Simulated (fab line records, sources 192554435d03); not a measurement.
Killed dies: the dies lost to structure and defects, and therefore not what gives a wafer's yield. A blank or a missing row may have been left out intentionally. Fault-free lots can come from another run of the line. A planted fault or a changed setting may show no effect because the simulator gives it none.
A struck lot beside a sound one    flow n5-finfet    15 steps out of a route of 1938
Sound: these wafers, L756.1, L756.2, L756.6. Struck: wafers L758.1, L758.5, L758.6. At the end, the cause is stated.
For every step that has rows: the tool of each side, followed by ch and its chambers, followed by its first start. Under that, the readings that differ: sound wafers    struck wafers    difference of the means    sigmas: that difference in standard deviations of wafers without a fault.
alike: readings with means less than 2 such deviations apart, plus words and numbers identical on both sides. not compared: withheld readings, readings lacking a value on some wafer, bounds such as >300 that could conceal the same value, and numbers that have no deviation in the record and whose values overlap.
Wherever a step has rows on one side only, a row that says differs or no value, or a row with sigmas, the two part there. Non-overlapping numbers with no deviation appear without sigmas and do not part them. Lack of a reading on every wafer of one side parts them only where that side has two or more wafers.

N5_DUMMY_GATE_CD_MEAS_15: target cd 25.8 nm.
  sound on cd-sem-03 ch 0, day 3 13:32; struck on cd-sem-03 ch 0, day 3 21:27
  alike: cd-nm
N5_DUMMY_GATE_OVL_MEAS_16:
  sound on overlay-01 ch 0, day 3 13:35; struck on overlay-01 ch 0, day 3 21:29
  alike: GATE_OVL
N5_DUMMY_GATE_INSPECT_17: inspects for defects (brightfield).
  struck on defect-inspect-01, day 3 21:33; sound on defect-inspect-02, day 3 13:38
reading           sound        struck       difference  sigmas
raw-defect-count  127 120 168  240 239 227  +97         +2
N5_DUMMY_GATE_DESCUM_20: chemistry O2, time 6.2 s.
  sound on rie-diel-05 ch 0,1,3, day 3 13:41; struck on rie-diel-05 ch 0,1, day 3 21:40
  alike: drypump-motor-current-A, oes-product-au, rf-vpp-V, showerhead-plenum-p-Torr, throttle-valve-pct
  not compared: rf-hours-counter-h
N5_DUMMY_GATE_ETCH_29: etches underlayer in N2/H2, target depth 13 nm.
  sound on rie-diel-05 ch 0,1,3, day 3 13:44; struck on rie-diel-05 ch 0,1, day 3 21:44
  alike: drypump-motor-current-A, oes-product-au, rf-fwd-power-W, rf-vpp-V, showerhead-plenum-p-Torr, throttle-valve-pct
  not compared: rf-hours-counter-h
then, 4 steps without rows for these wafers: N5_DUMMY_GATE_ETCH_36 (etches SiARC in CF4, target depth 13 nm); N5_DUMMY_GATE_ETCH_37 (etches SOC in N2/H2, target depth 60 nm, overetch 30 nm); N5_DUMMY_GATE_STRIP_38 (strips in N2/H2); N5_DUMMY_GATE_STRIP_39 (strips in N2/H2).
N5_DUMMY_GATE_TRIM_49: chemistry O2, time 29 s, target cd 14 nm.
  sound on rie-si-05 ch 0,1,3, day 3 13:54; struck on rie-si-03 ch 0,1,3, day 3 21:54
  alike: drypump-motor-current-A, oes-product-au, throttle-valve-pct
  not compared: rf-hours-counter-h
N5_DUMMY_GATE_STRIP_40: strips in CF4.
  sound on rie-diel-01 ch 0,1, day 3 14:00; struck on rie-diel-06 ch 0,1,3, day 3 21:59
  alike: drypump-motor-current-A, oes-product-au, rf-vpp-V, showerhead-plenum-p-Torr, throttle-valve-pct
  not compared: rf-hours-counter-h
N5_DUMMY_GATE_CD_MEAS_50: target cd 14 nm.
  struck on cd-sem-03, day 3 22:02; sound on cd-sem-03, day 3 14:03
  alike: cd-nm
N5_DUMMY_GATE_ETCH_31: etches SiO2 in C4F6/O2, target depth 82.5 nm, time 27.5 s.
  sound on rie-diel-05 ch 0,2,3, day 3 14:18; struck on rie-diel-05 ch 0,1,3, day 3 22:05
reading                                      sound              struck             difference  sigmas
oes_ar_750_au (a.u.)                         0.72 0.73 0.73     0.88 0.82 0.82     +0.11       +3
oes_f_703_au (a.u.)                          0.74 0.73 0.74     1.02 0.96 0.95     +0.24       +5
oes_o_777_au (a.u.)                          0.74 0.73 0.74     0.98 0.91 0.93     +0.20       +4
rf-fwd-power-W (W)                           341.1 343.0 340.1  424.9 427.2 423.8  +83.9       +49
rf-vpp-V (V)                                 653 678 685        591 586 615        -75         -7
model.etch.depth-nm (nm)                     82.5 82.32 82.29   90.83 89.86 89.33  +7.64       
model.SOC_of_DUMMY_GATE_COAT_34.thk-nm (nm)  51.8 51.8 51.8     51.4 51.2 51.4     -0.5        
  alike: drypump-motor-current-A, oes-product-au, showerhead-plenum-p-Torr, throttle-valve-pct
  not compared: rf-hours-counter-h
N5_DUMMY_GATE_STRIP_41: strips in O2.
  sound on rie-diel-05 ch 0,2,3, day 3 14:21; struck on rie-diel-05 ch 0,1,3, day 3 22:08
  alike: drypump-motor-current-A, oes-product-au, rf-vpp-V, showerhead-plenum-p-Torr, throttle-valve-pct
  not compared: rf-hours-counter-h
-- here the record skips 5 days between the struck wafers' starts before and after, leaving off in module DUMMY_GATE and picking up in module BEOL_M4 (first step shown: number 1111 of the route) --
N5_BEOL_M4_RC_MEAS_101:
  sound on prober-01 ch 0, day 8 12:29; struck on prober-01 ch 0, day 9 03:16
reading        sound        struck       difference  sigmas
ION_P (uA/um)  450 450 455  469 462 476  +17         +2
  alike: DIBL_N, DIBL_P, IOFF_N, IOFF_P, ION_N, SS_N, SS_P, VT_N, VT_P

## WHERE THEY PART
Earliest at N5_DUMMY_GATE_INSPECT_17; latest, in this record, at N5_BEOL_M4_RC_MEAS_101.

WHY: what the simulator had put in
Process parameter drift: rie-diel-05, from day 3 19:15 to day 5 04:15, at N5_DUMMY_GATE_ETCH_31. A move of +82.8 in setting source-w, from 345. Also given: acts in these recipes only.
